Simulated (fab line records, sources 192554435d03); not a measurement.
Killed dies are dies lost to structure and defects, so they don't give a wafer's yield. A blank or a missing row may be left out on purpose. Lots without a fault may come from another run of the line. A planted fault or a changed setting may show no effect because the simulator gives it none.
A struck lot beside a sound one | flow n5_finfet | 37 steps out of a route of 1938
Sound: wafers L670.1, L670.4, L670.5. Struck: wafer L672.2. (L672.3 of the same lot was not struck and is left out.) The cause comes at the end.
At each step with rows: each side's tool, then ch and its chambers, then its first start. Under that, the readings that differ: sound wafers | struck wafers | difference of the means | sigmas: that difference in standard deviations of wafers without a fault.
alike: readings whose means differ by less than 2 such deviations, and words and numbers that are the same on both sides. not compared: withheld readings, readings that some wafer has no value for, bounds like >300 that may hide the same value, and numbers for which the record gives no deviation and whose values overlap.
The two part at a step that has a row with sigmas, a row that says differs or no value, or rows on one side only. Numbers that don't overlap but have no deviation are shown without sigmas and don't part them. A reading that every wafer of one side lacks parts them only if that side has two wafers or more.

first, 9 steps without rows for these wafers: N5_MOL_CONTACT_COAG_COAT_02 (resist thk 30 nm); N5_MOL_CONTACT_COAG_EBR_04; N5_MOL_CONTACT_COAG_SOFTBAKE_03 (time 60 s); N5_MOL_CONTACT_COAG_EXPOSE_05 (exposes mask CA, defocus 0 nm); N5_MOL_CONTACT_COAG_PEB_06 (peb time 60 s); N5_MOL_CONTACT_COAG_DEVELOP_07 (develop time 30 s); N5_MOL_CONTACT_COAG_DESCUM_13 (chemistry O2, time 7 s); N5_MOL_CONTACT_COAG_ETCH_59 (etches underlayer in N2/H2, target depth 13 nm, time 10.4 s); N5_MOL_CONTACT_COAG_ETCH_105 (etches SiARC in CF4, target depth 15.6 nm, time 26 s).
N5_MOL_CONTACT_COAG_ETCH_106: etches SOC in N2/H2, target depth 80 nm, overetch 16 nm, time 120 s.
  sound on rie_diel-02 ch 0,1,2, day 6 14:40; struck on rie_diel-02 ch 3, day 7 05:00
  reading                                              | sound       | struck | difference | sigmas
  model.SiARC_of_MOL_CONTACT_COAG_COAT_104.thk_nm (nm) | 6.2 6.4 6.4 | 4.4    | -1.9       |
  model.MOL_CONTACT_COAG.cd_offset_nm (nm)             | -0.4 0 -0.2 | 1      | +1         |
  alike: drypump_motor_current_A, oes_product_au, rf_vpp_V, showerhead_plenum_p_Torr, throttle_valve_pct
  not compared: rf_hours_counter_h
then, 5 steps without rows for these wafers: N5_MOL_CONTACT_COAG_STRIP_107 (strips in N2/H2); N5_MOL_CONTACT_COAG_STRIP_108 (strips in N2/H2); N5_MOL_CONTACT_COAG_CONTACT_ETCH_14 (etches SiO2 in C4F6/O2, target depth 27.5 nm, overetch 8.5 nm, time 20 s); N5_MOL_CONTACT_COAG_STRIP_109 (strips in C4F6/O2); N5_MOL_CONTACT_COAG_ETCH_15 (etches SiNx in CH3F/O2, stops on Si:P, target depth 7 nm).
N5_MOL_CONTACT_COAG_ETCH_110: etches Si in CF4/O2, target depth 2.5 nm, time 8 s.
  sound on rie_diel-02 ch 0,1,2, day 6 14:52; struck on rie_diel-02 ch 3, day 7 05:11
  reading                                  | sound       | struck | difference | sigmas
  model.MOL_CONTACT_COAG.cd_offset_nm (nm) | -0.2 0 -0.2 | 1      | +1         |
  alike: cf4_flow_sccm, drypump_motor_current_A, oes_product_au, rf_vpp_V, showerhead_plenum_p_Torr, throttle_valve_pct
  not compared: rf_hours_counter_h
then, 1 step without rows for these wafers: N5_MOL_CONTACT_COAG_STRIP_98 (strips in N2/H2).
N5_MOL_CONTACT_COAG_CD_MEAS_99: target cd 17.2 nm.
  sound on cd_sem-03, day 6 14:59; struck on cd_sem-03, day 7 05:19
  reading    | sound             | struck | difference | sigmas
  cd_nm (nm) | 16.91 17.37 16.59 | 18.33  | +1.37      | +5
then, 18 steps without rows for these wafers: N5_MOL_CONTACT_COAG_IMPLANT_129; N5_MOL_CONTACT_COAG_PRECLEAN_111 (cleans in NF3:NH3, afs cycles 1, time 20 s, sublimation time 60 s); N5_MOL_CONTACT_COAG_TI_SIL_19 (material Ti, target thk 4.2 nm, time 15 s); N5_MOL_CONTACT_COAG_ALD_20 (deposits TiN, target thk 1.5 nm, pulse time 1 s, purge time 3 s); N5_MOL_CONTACT_COAG_SIL_ANNEAL_21 (time 60 s); N5_MOL_CONTACT_COAG_PRE_CLEAN_141 (time 60 s); N5_MOL_CONTACT_COAG_SPUTTER_143 (material Co, target thk 2.5 nm); N5_MOL_CONTACT_COAG_CO_FILL_22 (material Co, precursor CCTBA/H2, target thk 20 nm); N5_MOL_CONTACT_COAG_ANNEAL_113 (time 300 s); N5_MOL_CONTACT_COAG_PRE_CLEAN_142 (time 60 s); N5_MOL_CONTACT_COAG_SPUTTER_130 (material Co, target thk 47.5 nm); N5_MOL_CONTACT_COAG_PRECLEAN_125 (cleans in DIW, time 57.5 s); N5_MOL_CONTACT_COAG_SRD_126 (dry time 32 s); N5_MOL_CONTACT_COAG_CMP_23 (polishes, stops on SiO2, t overpolish 1.5 s, target thk 0 nm); N5_MOL_CONTACT_COAG_WET_ETCH_26 (target Co, target depth 13 nm); N5_MOL_CONTACT_COAG_WET_ETCH_116 (etches the open film in SC1-inhibited, target depth 4.6 nm, rinse time 30 s); N5_MOL_CONTACT_COAG_ALD_27 (deposits SiOC, target thk 17 nm, pulse time 1.5 s, time 2720 s); N5_MOL_CONTACT_COAG_CMP_28 (polishes, stops on SiNx, t overpolish 0.85 s, target thk 14.522 nm).
-- the record jumps here: 4 days lie between the struck wafers' starts before and after (it left off in module MOL_CONTACT_COAG and takes up again in module BEOL_M4, whose first step shown is number 1111 of the route) --
N5_BEOL_M4_RC_MEAS_101:
  sound on prober-02 ch 0, day 10 17:31; struck on prober-01 ch 0, day 10 20:18
  reading             | sound             | struck | difference | sigmas
  DIBL_N (mV/V)       | 36.3 36.9 37.4    | 33.5   | -3.4       | -2
  DIBL_P (mV/V)       | 37.3 38.2 39.1    | 33.6   | -4.6       | -3
  RC_DENSE_N (ohm.um) | 19.43 19.01 19.03 | 17.71  | -1.45      | -5
  RC_DENSE_P (ohm.um) | 24.6 23.9 24.2    | 22.1   | -2.1       | -6
  RC_N (ohm.um)       | 15.82 15.45 15.58 | 14.57  | -1.05      | -5
  RC_P (ohm.um)       | 20.0 19.6 19.7    | 18.1   | -1.7       | -5
  alike: IOFF_N, IOFF_P, ION_N, ION_P, SS_N, SS_P, VT_N, VT_P

WHERE THEY PART
First at N5_MOL_CONTACT_COAG_CD_MEAS_99; last, within this record, at N5_BEOL_M4_RC_MEAS_101.

WHY: what the simulator had put in
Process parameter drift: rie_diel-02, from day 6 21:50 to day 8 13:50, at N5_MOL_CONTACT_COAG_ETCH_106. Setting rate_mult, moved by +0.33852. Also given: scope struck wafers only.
